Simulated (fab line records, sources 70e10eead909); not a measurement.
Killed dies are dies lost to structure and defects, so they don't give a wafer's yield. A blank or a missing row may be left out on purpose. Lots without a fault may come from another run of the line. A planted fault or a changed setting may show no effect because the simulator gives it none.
Chamber matching | flow nand_harc | NHARC_A_CHANNEL_HOLE_D1_ETCH_38 on rie_diel-10: 4 sister chambers
The step etches the open film in CF4, target depth 39 nm, time 65 s. 7 wafers are shown with their chamber, then 7 later ones without.

WAFERS WITH THEIR CHAMBER
wafer  | chamber | drypump_motor_current_A (A) | rf_vpp_V (V)
L415.6 | 3       | 6.18                        | 150.4
L416.4 | 0       | 5.91                        | 153.5
L419.1 | 1       | 5.34                        | 149.6
L419.3 | 0       | 5.87                        | 152.5
L419.6 | 2       | 5.84                        | 150.8
L423.2 | 1       | 5.34                        | 149.6
L423.4 | 2       | 5.83                        | 152.1

WAFERS WITHOUT THEIR CHAMBER
wafer  | drypump_motor_current_A (A) | rf_vpp_V (V)
L423.5 | 5.35                        | 149.9
L422.1 | 5.32                        | 149.2
L422.3 | 5.86                        | 151.5
L422.5 | 5.86                        | 151.2
L434.1 | 6.15                        | 149.1
L434.2 | 5.83                        | 150.8
L434.3 | 5.86                        | 151.1

WHICH CHAMBER EACH WENT THROUGH
wafer  | from the rows above     | in truth
L423.5 | 1                       | 1
L422.1 | 1                       | 1
L422.3 | can't be placed: 2 or 0 | 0
L422.5 | can't be placed: 2 or 0 | 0
L434.1 | 3                       | 3
L434.2 | 2                       | 2
L434.3 | can't be placed: 2 or 0 | 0
Placed correctly: 4 of 7. Can't be placed from these rows: 3 (the true chamber is among the candidates in 3). Placed wrongly: 0.
How it was worked out, from the rows above alone: a wafer's distance from a chamber is the root of the sum, over the readings, of the square of ((its reading less the chamber's mean) divided by the reading's scatter). The wafer belongs to the nearest chamber; if the next one is less than 2 further off, it can't be placed. A chamber's mean is the mean of its shown wafers. The scatter: the root of (the sum of the squares of (reading less its chamber's mean) over the shown wafers, divided by (wafers less chambers)).
